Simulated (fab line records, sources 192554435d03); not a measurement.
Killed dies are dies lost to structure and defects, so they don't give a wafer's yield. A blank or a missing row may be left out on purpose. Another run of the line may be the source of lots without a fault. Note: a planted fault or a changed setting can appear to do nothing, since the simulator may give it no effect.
Split-lot trial || flow n5-finfet || 7 lots, 21 wafers read, on a route of 1938 steps

## ABOUT THE SPLIT
At N5_BEOL_M7_EXPOSE_25 (exposes mask V6, target cd 40 nm), the setting dose-mj was moved away from the recipe's 42.5 on 9 of the 21 wafers read, by -5.3% to +5.2%. All remaining wafers had this setting at the recipe value.

## FROM THE SPLIT TO THE READING: what the file shows between them, 2 steps
- N5_BEOL_M7_PEB_26: peb time 60 s
- N5_BEOL_M7_DEVELOP_27: develop time 30 s

## THE READING
cd-nm at N5_BEOL_M7_CD_MEAS_28, given in nm (cd target 40 nm). Typical for fault-free wafers on this fab line: 40.05 nm, with standard deviation 0.25 nm.

{"wafer": "L086.3", "tool, chamber at the split": "euv-scanner-01, 0", "dose-mj as run": 43.58, "against the recipe": "+2.5%", "cd-nm, nm": 40.52, "against lot-mates on the recipe": "+0.45"}
{"wafer": "L086.4", "tool, chamber at the split": "euv-scanner-01, 0", "dose-mj as run": 42.5, "against the recipe": "recipe", "cd-nm, nm": 40.16, "against lot-mates on the recipe": "-"}
{"wafer": "L086.6", "tool, chamber at the split": "euv-scanner-01, 0", "dose-mj as run": 42.5, "against the recipe": "recipe", "cd-nm, nm": 39.99, "against lot-mates on the recipe": "-"}
{"wafer": "L087.1", "tool, chamber at the split": "euv-scanner-02, 0", "dose-mj as run": 44.71, "against the recipe": "+5.2%", "cd-nm, nm": 41.30, "against lot-mates on the recipe": "+1.39"}
{"wafer": "L087.3", "tool, chamber at the split": "euv-scanner-02, 0", "dose-mj as run": 44.71, "against the recipe": "+5.2%", "cd-nm, nm": 41.04, "against lot-mates on the recipe": "+1.13"}
{"wafer": "L087.6", "tool, chamber at the split": "euv-scanner-02, 0", "dose-mj as run": 42.5, "against the recipe": "recipe", "cd-nm, nm": 39.91, "against lot-mates on the recipe": "-"}
{"wafer": "L088.3", "tool, chamber at the split": "euv-scanner-01, 0", "dose-mj as run": 44.13, "against the recipe": "+3.8%", "cd-nm, nm": 41.09, "against lot-mates on the recipe": "+1.44"}
{"wafer": "L088.4", "tool, chamber at the split": "euv-scanner-01, 0", "dose-mj as run": 44.13, "against the recipe": "+3.8%", "cd-nm, nm": 40.35, "against lot-mates on the recipe": "+0.70"}
{"wafer": "L088.5", "tool, chamber at the split": "euv-scanner-01, 0", "dose-mj as run": 42.5, "against the recipe": "recipe", "cd-nm, nm": 39.65, "against lot-mates on the recipe": "-"}
{"wafer": "L090.1", "tool, chamber at the split": "euv-scanner-02, 0", "dose-mj as run": 44.01, "against the recipe": "+3.6%", "cd-nm, nm": 40.92, "against lot-mates on the recipe": "+0.86"}
{"wafer": "L090.5", "tool, chamber at the split": "euv-scanner-02, 0", "dose-mj as run": 42.5, "against the recipe": "recipe", "cd-nm, nm": 40.16, "against lot-mates on the recipe": "-"}
{"wafer": "L090.6", "tool, chamber at the split": "euv-scanner-02, 0", "dose-mj as run": 42.5, "against the recipe": "recipe", "cd-nm, nm": 39.96, "against lot-mates on the recipe": "-"}
{"wafer": "L093.2", "tool, chamber at the split": "euv-scanner-01, 0", "dose-mj as run": 40.24, "against the recipe": "-5.3%", "cd-nm, nm": 38.97, "against lot-mates on the recipe": -1.52}
{"wafer": "L093.4", "tool, chamber at the split": "euv-scanner-01, 0", "dose-mj as run": 42.5, "against the recipe": "recipe", "cd-nm, nm": 40.49, "against lot-mates on the recipe": "-"}
{"wafer": "L093.5", "tool, chamber at the split": "euv-scanner-01, 0", "dose-mj as run": 40.24, "against the recipe": "-5.3%", "cd-nm, nm": 39.27, "against lot-mates on the recipe": -1.22}
{"wafer": "L096.1", "tool, chamber at the split": "euv-scanner-01, 0", "dose-mj as run": 42.5, "against the recipe": "recipe", "cd-nm, nm": 40.66, "against lot-mates on the recipe": "-"}
{"wafer": "L096.2", "tool, chamber at the split": "euv-scanner-01, 0", "dose-mj as run": 42.5, "against the recipe": "recipe", "cd-nm, nm": 40.71, "against lot-mates on the recipe": "-"}
{"wafer": "L096.6", "tool, chamber at the split": "euv-scanner-01, 0", "dose-mj as run": 44.11, "against the recipe": "+3.8%", "cd-nm, nm": 41.14, "against lot-mates on the recipe": "+0.45"}
{"wafer": "L097.4", "tool, chamber at the split": "euv-scanner-02, 0", "dose-mj as run": 42.5, "against the recipe": "recipe", "cd-nm, nm": 40.15, "against lot-mates on the recipe": "-"}
{"wafer": "L097.5", "tool, chamber at the split": "euv-scanner-02, 0", "dose-mj as run": 42.5, "against the recipe": "recipe", "cd-nm, nm": 40.17, "against lot-mates on the recipe": "-"}
{"wafer": "L097.6", "tool, chamber at the split": "euv-scanner-02, 0", "dose-mj as run": 42.5, "against the recipe": "recipe", "cd-nm, nm": 40.04, "against lot-mates on the recipe": "-"}

THE FIT
A straight line over all 21 wafers: cd-nm changes by +0.191 nm for each +1% of dose-mj; r = +0.89; the points scatter about the line by 0.29 nm.
The same after taking each lot's own level away (the mean of its wafers on the recipe; 21 wafers): +0.243 nm for each +1%; r = +0.97; scatter 0.19 nm.
On that fit, the largest move of dose-mj shifts the reading by 1.3 nm.
Measured against the standard deviation above, the lots' own levels, which go from 39.650 to 40.685 nm, span 4.1 times it.
Thus the slope moves with the lot-to-lot level: the two fits are different.
Check: for one of the wafers moved furthest among these (-5.3%), held out of the fit, the line's prediction against its lot-mates is -1.24 nm. It came out at -1.52 nm against them.

## THE WHOLE CHAIN: every reading that the file lists as answering this split, in the file's order
{"step": "N5_BEOL_M7_CD_MEAS_28", "what it does": "target cd 40 nm", "reading": "cd-nm", "change (the file's fit)": "+0.231 nm for each +1% of the setting", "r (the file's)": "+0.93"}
{"step": "N5_BEOL_M7_DESCUM_33", "what it does": "chemistry O2, time 7 s", "reading": "BEOL_M7.cd-nm (the simulator's own value, which no gauge read)", "change (the file's fit)": "+0.192 nm for each +1% of the setting", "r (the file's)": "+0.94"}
{"step": "N5_BEOL_M7_ETCH_72", "what it does": "etches underlayer in N2/H2, target depth 6.5 nm, time 5.2 s", "reading": "BEOL_M7.cd-nm (the simulator's own value, which no gauge read)", "change (the file's fit)": "+0.197 nm for each +1% of the setting", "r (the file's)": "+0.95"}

## FILE'S OWN FIT
cd-nm changes by +0.231 nm for each +1% of dose-mj, r = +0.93.
